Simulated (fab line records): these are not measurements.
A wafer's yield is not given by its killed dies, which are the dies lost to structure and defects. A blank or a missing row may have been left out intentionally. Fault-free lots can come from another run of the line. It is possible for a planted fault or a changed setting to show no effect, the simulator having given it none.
Which tool did it? ; flow nandHarc ; Sampling: 12 lots, 36 wafers, 4 of 1159 route steps

WHAT THE GAUGES SHOWED, per wafer
The record lacks any reading of a measuring or inspecting step that a usual standard deviation could be used to judge.

TOOL THAT RAN EACH LOT (tool first, then ch and the chambers of the sampled wafers, then the start)
lot;NHARC_A_CONTACT_ETCH_124;NHARC_A_CONTACT_ETCH_125;NHARC_A_CONTACT_ETCH_91;NHARC_A_CONTACT_STRIP_82
L459;harCapEtch-01 ch 0,1, day 19 21:52;harCapEtch-01 ch 0,1, day 19 22:04;rieDiel-04 ch 0,1, day 19 23:55;rieDiel-06 ch 1,2,3, no start
L460;harCapEtch-03 ch 0,1, day 20 00:13;harCapEtch-03 ch 0,1, day 20 00:24;rieDiel-04 ch 0,1, day 20 02:04;rieDiel-06 ch 0,1,2, no start
L458;harCapEtch-01 ch 0,1, day 20 08:02;harCapEtch-01 ch 0,1, day 20 08:14;rieDiel-06 ch 1,3, day 20 09:55;rieDiel-05 ch 1,3, no start
L464;harCapEtch-02 ch 0,1, day 20 19:42;harCapEtch-02 ch 0,1, day 20 19:54;rieDiel-04 ch 0,1,3, day 20 21:38;rieDiel-06 ch 0,1,2, no start
L461;harCapEtch-02 ch 0,1, day 21 04:37;harCapEtch-02 ch 0,1, day 21 04:47;rieDiel-05 ch 1,2,3, day 21 06:28;rieDiel-05 ch 0,3, no start
L463;harCapEtch-01 ch 0,1, day 21 06:31;harCapEtch-01 ch 0,1, day 21 06:43;rieDiel-06 ch 0,1,3, day 21 08:25;rieDiel-05 ch 2,3, no start
L466;harCapEtch-01 ch 0,1, day 21 11:33;harCapEtch-01 ch 0,1, day 21 11:44;rieDiel-04 ch 1,2,3, day 21 13:25;rieDiel-06 ch 1,3, no start
L465;harCapEtch-03 ch 1, day 21 13:08;harCapEtch-03 ch 1, day 21 13:29;rieDiel-06 ch 1,2,3, day 21 16:16;rieDiel-04 ch 0,1,2, no start
L470;harCapEtch-02 ch 0,1, day 22 13:59;harCapEtch-02 ch 0,1, day 22 14:10;rieDiel-06 ch 0,1,3, day 22 15:56;rieDiel-06 ch 1,2,3, no start
L471;harCapEtch-03 ch 0, day 22 16:47;harCapEtch-03 ch 0, day 22 16:59;rieDiel-06 ch 1,2,3, day 22 18:50;rieDiel-06 ch 0,2,3, no start
L477;harCapEtch-02 ch 0,1, day 23 05:10;harCapEtch-02 ch 0,1, day 23 05:20;rieDiel-06 ch 0,3, day 23 07:01;rieDiel-06 ch 0,1,2, no start
L472;harCapEtch-02 ch 0,1, day 23 09:32;harCapEtch-02 ch 0,1, day 23 09:44;rieDiel-06 ch 0,2,3, day 23 11:28;rieDiel-04 ch 1,2, no start
- NHARC_A_CONTACT_ETCH_124: etches the open film in C4F8/O2/Ar, time 140 s, target depth 700 nm.
- NHARC_A_CONTACT_ETCH_125: etches the open film in C4F8/O2/Ar, time 155 s, target depth 956 nm.
- NHARC_A_CONTACT_ETCH_91: etches the open film in CH3F/O2, target depth 40 nm, time 85.7 s.
- NHARC_A_CONTACT_STRIP_82: strips in O2.

AS READ BY THE TOOLS THEMSELVES (means over the sampled wafers that have a number; for cases with no such wafer, the mark the record gives instead)
NHARC_A_CONTACT_ETCH_124.
lot;tool;runLengthS (s)
L459;harCapEtch-01;140.9
L460;harCapEtch-03;141.3
L458;harCapEtch-01;141.1
L464;harCapEtch-02;141.0
L461;harCapEtch-02;141.1
L463;harCapEtch-01;141.0
L466;harCapEtch-01;140.8
L465;harCapEtch-03;141.2
L470;harCapEtch-02;140.8
L471;harCapEtch-03;141.2
L477;harCapEtch-02;141.0
L472;harCapEtch-02;141.6

NHARC_A_CONTACT_ETCH_91.
lot;tool;drypumpMotorCurrentA (A);oesProductAu (a.u.);rfVppV (V);runLengthS (s);showerheadPlenumPTorr (Torr);throttleValvePct (%)
L459;rieDiel-04;6.1;0.920;243.8;107.1;2.39;20.670
L460;rieDiel-04;6.1;0.927;243.9;107.0;2.39;20.666
L458;rieDiel-06;5.3;0.917;246.2;107.0;2.59;20.661
L464;rieDiel-04;5.6;0.990;243.8;107.0;2.47;20.661
L461;rieDiel-05;6.0;0.930;243.3;106.9;2.42;20.666
L463;rieDiel-06;5.9;0.917;246.1;106.8;2.56;20.659
L466;rieDiel-04;5.6;0.921;245.6;107.4;2.51;20.660
L465;rieDiel-06;5.4;0.930;245.2;106.8;2.49;20.661
L470;rieDiel-06;5.9;0.913;245.9;106.6;2.56;20.664
L471;rieDiel-06;5.4;0.921;244.5;106.9;2.49;20.664
L477;rieDiel-06;6.2;0.927;245.7;106.4;2.54;20.655
L472;rieDiel-06;6.0;0.935;243.8;95.6;2.46;20.659

NHARC_A_CONTACT_STRIP_82.
lot;tool;drypumpMotorCurrentA (A);oesProductAu (a.u.);rfVppV (V);showerheadPlenumPTorr (Torr);throttleValvePct (%)
L459;rieDiel-06;5.4;0.997;57.9;3.58;17.040
L460;rieDiel-06;5.7;0.997;58.0;3.55;17.038
L458;rieDiel-05;5.7;1.004;57.6;3.38;17.034
L464;rieDiel-06;5.7;0.989;57.7;3.55;17.044
L461;rieDiel-05;5.4;0.989;57.2;3.41;17.036
L463;rieDiel-05;5.8;0.996;57.1;3.45;17.040
L466;rieDiel-06;5.3;0.997;57.8;3.71;17.046
L465;rieDiel-04;6.1;1.003;57.8;3.48;17.044
L470;rieDiel-06;5.4;0.992;57.6;3.57;17.031
L471;rieDiel-06;6.0;1.004;57.5;3.52;17.036
L477;rieDiel-06;5.7;0.995;58.3;3.54;17.032
L472;rieDiel-04;6.1;0.996;56.9;3.53;17.036

THE ANSWER, worked out from the rows above alone
Rule: usual is defined by the lots themselves. The widest of any qualifying gaps counts: lots, ordered by their means at a reading, are off when they make up no more than a third of the lots, leave a main group of 4 or more, and stand apart from it by 3 or more times the standard deviation of that group's means. If all means in a main group match to the digits the tables above print for the reading, that group is not used. A lot without any number at a reading at which 4 lots or more have one is off too. The other lots that the step has rows for count as sound. First the gauges in route order, then the tools' own readings, where a lot's mean is used as printed above. At the first step where some lot is off, the reading lying furthest off is the one used; lots without a number count as furthest.
Off at NHARC_A_CONTACT_ETCH_91 (runLengthS): L472. Main group: mean 106.9 s, sd 0.25.
If a tool, at that step or one of the process steps before it, ran each lot that is off and ran no sound lot following the first of them, it fits. This does not decide it: 2 tools fit, namely harCapEtch-02 at NHARC_A_CONTACT_ETCH_124 and NHARC_A_CONTACT_ETCH_125 and rieDiel-06 at NHARC_A_CONTACT_ETCH_91.

WHAT WAS PUT IN BY THE SIMULATOR
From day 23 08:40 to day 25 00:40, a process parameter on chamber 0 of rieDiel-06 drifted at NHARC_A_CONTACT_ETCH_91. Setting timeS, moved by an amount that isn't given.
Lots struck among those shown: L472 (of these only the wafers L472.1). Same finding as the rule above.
